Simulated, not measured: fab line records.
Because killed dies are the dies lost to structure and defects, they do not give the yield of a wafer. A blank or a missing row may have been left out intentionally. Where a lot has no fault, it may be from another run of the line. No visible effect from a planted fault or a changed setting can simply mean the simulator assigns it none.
Comparing a struck lot with a sound one || flow nandHarc || 21 steps out of a route of 1159
Sound: wafers L128.3, L128.4, L128.5. Wafers L136.1, L136.2, L136.4 were the ones struck. The cause is given at the end.
Order at every step that has rows: each side's tool, ch and its chambers, its first start. Under that, the readings that differ: sound wafers || struck wafers || difference of the means || sigmas: that difference in standard deviations of wafers without a fault.
alike: readings with means less than 2 such deviations apart, plus words and numbers identical on both sides. not compared: withheld readings, readings lacking a value on some wafer, bounds such as >300 that could conceal the same value, and numbers that have no deviation in the record and whose values overlap.
A row with sigmas, a row that says differs or no value, or rows on one side alone: a step with any of these is where the two part. Numbers that don't overlap but have no deviation are shown without sigmas and don't part them. A reading that every wafer of one side lacks parts them only if that side has two wafers or more.

NHARC_A_BLC_CVD_24: deposits W, target thk 150 nm, time 434 s.
  sound: cvdW-02 ch 0,1; struck: cvdW-01 ch 0,1
{"reading": "heaterPowerW (W)", "sound": "427 440 444", "struck": "477 490 497", "difference": "+51", "sigmas": "+2"}
{"reading": "throttleValvePct (%)", "sound": "7.58 7.55 7.67", "struck": "8.46 7.98 8.27", "difference": "+0.64", "sigmas": "+3"}
  alike: mfcWf6Sccm
NHARC_A_BLC_CMP_25: polishes, t overpolish 30 s, target thk 150 nm.
  sound on cmp-02 ch 2,3, day 17 17:20; struck on cmp-02 ch 0,1,2, day 19 21:59
  alike: motorCurrentA, overpolishRunS, retainingRingPressureFrac, slurryFilterDpKPa, slurryFlowMlMin, timeToEndpointS
then, 1 step without rows for these wafers: NHARC_A_BLC_SRD_27.
NHARC_A_BLC_INSPECT_28:
  sound on defectInspect-01 at day 17 17:44; struck on defectInspect-02 at day 19 22:23
  alike: rawDefectCount
then, 7 steps without rows for these wafers: NHARC_A_M0_DEP_00 (deposits SiOC, target thk 150 nm); NHARC_A_M0_DEHYDRATE_01 (time 120 s); NHARC_A_M0_HMDS_02 (time 30 s); NHARC_A_M0_COAT_33 (time 65 s); NHARC_A_M0_COAT_03 (resist thk 90 nm); NHARC_A_M0_SOFTBAKE_04 (time 55 s); NHARC_A_M0_EBR_05.
NHARC_A_M0_EXPOSE_06: exposes mask A M0, target cd 80 nm.
  sound on arfiScanner-02 ch 0, day 17 18:31; struck on arfiScanner-02 ch 0, day 19 23:09
{"reading": "exposureDoseMJCm2", "sound": "83.17 83.25 83.21", "struck": "117.07 116.92 116.99", "difference": "+33.78", "sigmas": "+99 or more"}
  alike: mask
then, 2 steps without rows for these wafers: NHARC_A_M0_PEB_07 (peb time 65 s); NHARC_A_M0_DEVELOP_08 (develop time 35 s).
NHARC_A_M0_CD_MEAS_09 targets a cd of 80 nm.
  sound on cdSem-02 ch 0, day 17 18:39; struck on cdSem-01 ch 0, day 19 23:17
{"reading": "cdNm (nm)", "sound": "79.8 79.4 79.3", "struck": "102.1 101.3 102.0", "difference": "+22.3", "sigmas": "+37"}
NHARC_A_M0_OVL_MEAS_10: pitch 160 nm.
  sound on overlay-02 at day 17 18:44; struck on overlay-01 at day 19 23:22
  alike: overlayXNm, overlayYNm
NHARC_A_M0_INSPECT_11:
  sound on defectInspect-01 at day 17 18:46; struck on defectInspect-01 at day 19 23:25
  alike: rawDefectCount
NHARC_A_M0_DESCUM_14: chemistry O2, time 3 s.
  sound on rieDiel-08 ch 0,2,3, day 17 18:50; struck on rieDiel-05 ch 0,1,3, day 19 23:28
{"reading": "model.A_M0.cdNm (nm)", "sound": "79.38 79.6 79.41", "struck": "101.8 101.4 102.1", "difference": "+22.3", "sigmas": ""}
  alike: drypumpMotorCurrentA, oesProductAu, rfVppV, showerheadPlenumPTorr, throttleValvePct
  not compared: rfHoursCounterH
NHARC_A_M0_ETCH_34: etches the open film in N2/H2, target depth 40 nm, overetch 12 nm, time 43.94 s.
  sound on rieDiel-08 ch 2,3, day 17 18:55; struck on rieDiel-05 ch 0,1,3, day 19 23:34
  alike: drypumpMotorCurrentA, oesProductAu, rfFwdPowerW, rfVppV, showerheadPlenumPTorr, throttleValvePct
  not compared: rfHoursCounterH
NHARC_A_M0_ETCH_15: etches the open film in C4F8/Ar, target depth 150 nm, overetch 15 nm, time 82.5 s.
  sound: rieDiel-08 ch 0,1,2; struck: rieDiel-05 ch 0,2,3
{"reading": "model.A_M0.cdNm (nm)", "sound": "79.42 79.37 79.73", "struck": "101.3 101.3 101.8", "difference": "+22.0", "sigmas": ""}
  alike: oesProductAu, rfFwdPowerW, rfVppV
  not compared: rfHoursCounterH
NHARC_A_M0_CD_MEAS_16:
  sound on cdSem-02 at day 17 19:08; struck on cdSem-02 at day 19 23:46
{"reading": "cdNm (nm)", "sound": "79.2 79.1 79.5", "struck": "100.9 101.3 102.0", "difference": "+22.1", "sigmas": "+31"}

WHERE THEY PART
First at NHARC_A_BLC_CVD_24; last, within this record, at NHARC_A_M0_CD_MEAS_16.

WHY: whatever the simulator had introduced
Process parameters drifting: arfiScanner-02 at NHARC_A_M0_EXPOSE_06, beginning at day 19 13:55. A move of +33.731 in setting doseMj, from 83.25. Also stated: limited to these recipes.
